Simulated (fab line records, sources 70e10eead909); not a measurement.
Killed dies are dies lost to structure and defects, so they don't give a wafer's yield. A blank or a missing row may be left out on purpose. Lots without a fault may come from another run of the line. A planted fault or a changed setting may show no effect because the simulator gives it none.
Tool commonality check | flow nand_harc | 14 lots, 42 wafers sampled

WHY IT WAS OPENED
At NHARC_P_ZERO_WELL_CD_MEAS_11 the reading cd_nm is flagged on 2 of 14 lots. Wafers without a fault read 499.4 nm, standard deviation 1.7.
Rule: a lot is flagged when every wafer of it that has a number lies more than 4 standard deviations from that mean, or none has a number. The other lots count as sound.

lot  | measured     | on        | cd_nm (nm), wafer by wafer | flag
L132 | day 2 07:16  | cd_sem-01 | 496.1 496.8 496.9          |
L133 | day 2 17:08  | cd_sem-02 | 500.1 500.4 500.0          |
L134 | day 3 03:15  | cd_sem-02 | 498.5 497.5 496.0          |
L137 | day 4 09:07  | cd_sem-03 | 542.7 544.2 544.6          | FLAGGED
L138 | day 4 19:15  | cd_sem-03 | 501.0 500.5 497.0          |
L139 | day 5 05:14  | cd_sem-02 | 534.4 533.3 534.4          | FLAGGED
L140 | day 5 15:14  | cd_sem-02 | 499.2 497.7 498.9          |
L142 | day 6 11:14  | cd_sem-01 | 500.9 500.5 500.8          |
L145 | day 7 17:07  | cd_sem-01 | 498.5 500.0 498.0          |
L146 | day 8 03:15  | cd_sem-01 | 503.7 500.1 501.0          |
L147 | day 8 13:15  | cd_sem-03 | 497.7 498.2 498.9          |
L148 | day 8 23:19  | cd_sem-01 | 501.2 499.9 500.0          |
L151 | day 10 05:07 | cd_sem-03 | 499.6 499.8 500.3          |
L152 | day 10 15:07 | cd_sem-03 | 499.6 499.1 498.7          |
The numbers of the flagged lots are 538.9 nm on average: +39.5 nm against the usual, or +23 standard deviations.

WHICH TOOL RAN EACH LOT
The record holds 1 process step before the reading, out of a route of 1302 steps. In each cell: the tool, then ch and the chambers that the sampled wafers went through, then the start.
lot  | flag    | NHARC_P_ZERO_WELL_EXPOSE_08
L132 |         | krf_scanner-01 ch 0, day 2 07:07
L133 |         | krf_scanner-01 ch 0, day 2 16:59
L134 |         | krf_scanner-04 ch 0, day 3 03:06
L137 | FLAGGED | krf_scanner-04 ch 0, day 4 08:58
L138 |         | krf_scanner-02 ch 0, day 4 19:06
L139 | FLAGGED | krf_scanner-04 ch 0, day 5 05:05
L140 |         | krf_scanner-01 ch 0, day 5 15:05
L142 |         | krf_scanner-02 ch 0, day 6 11:05
L145 |         | krf_scanner-01 ch 0, day 7 16:58
L146 |         | krf_scanner-02 ch 0, day 8 03:07
L147 |         | krf_scanner-01 ch 0, day 8 13:06
L148 |         | krf_scanner-02 ch 0, day 8 23:10
L151 |         | krf_scanner-02 ch 0, day 10 04:58
L152 |         | krf_scanner-02 ch 0, day 10 14:59
What these steps do:
- NHARC_P_ZERO_WELL_EXPOSE_08: exposes mask P ZERO, target cd 500 nm.
- NHARC_P_ZERO_WELL_CD_MEAS_11: target cd 500 nm.

FLAGGED OVER TOTAL, TOOL BY TOOL (the gauges that took the reading come last)
step                         | tool           | lots run | flagged | share of the flagged lots | sound lots run after its first flagged lot
NHARC_P_ZERO_WELL_EXPOSE_08  | krf_scanner-01 | 5        | 0       | none                      | -
NHARC_P_ZERO_WELL_EXPOSE_08  | krf_scanner-02 | 6        | 0       | none                      | -
NHARC_P_ZERO_WELL_EXPOSE_08  | krf_scanner-04 | 3        | 2       | all                       | 0
NHARC_P_ZERO_WELL_CD_MEAS_11 | cd_sem-01      | 5        | 0       | none                      | -
NHARC_P_ZERO_WELL_CD_MEAS_11 | cd_sem-02      | 4        | 1       | some                      | 1 (L140)
NHARC_P_ZERO_WELL_CD_MEAS_11 | cd_sem-03      | 5        | 1       | some                      | 4 (L138,L147,L151,L152)

WHAT THE TABLE ALLOWS
1 row of the table ran every flagged lot: krf_scanner-04 at NHARC_P_ZERO_WELL_EXPOSE_08.
- krf_scanner-04 at NHARC_P_ZERO_WELL_EXPOSE_08: 2 of its 3 lots flagged. Its last sound lot is L134 (day 3 03:06), its first flagged lot L137 (day 4 08:58): a fault that began between those two fits. Its own readings lie more than 4 standard deviations out on every wafer of the flagged lots: exposure_dose_mJ_cm2.
One tool is left: krf_scanner-04 at NHARC_P_ZERO_WELL_EXPOSE_08.

WHAT THE SIMULATOR HAD PUT IN
Process parameter drift: krf_scanner-04, from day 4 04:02 on, at NHARC_P_ZERO_WELL_EXPOSE_08. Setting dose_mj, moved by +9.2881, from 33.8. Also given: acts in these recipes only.
Lots struck among those shown: L137, L139. The rule above found the same.
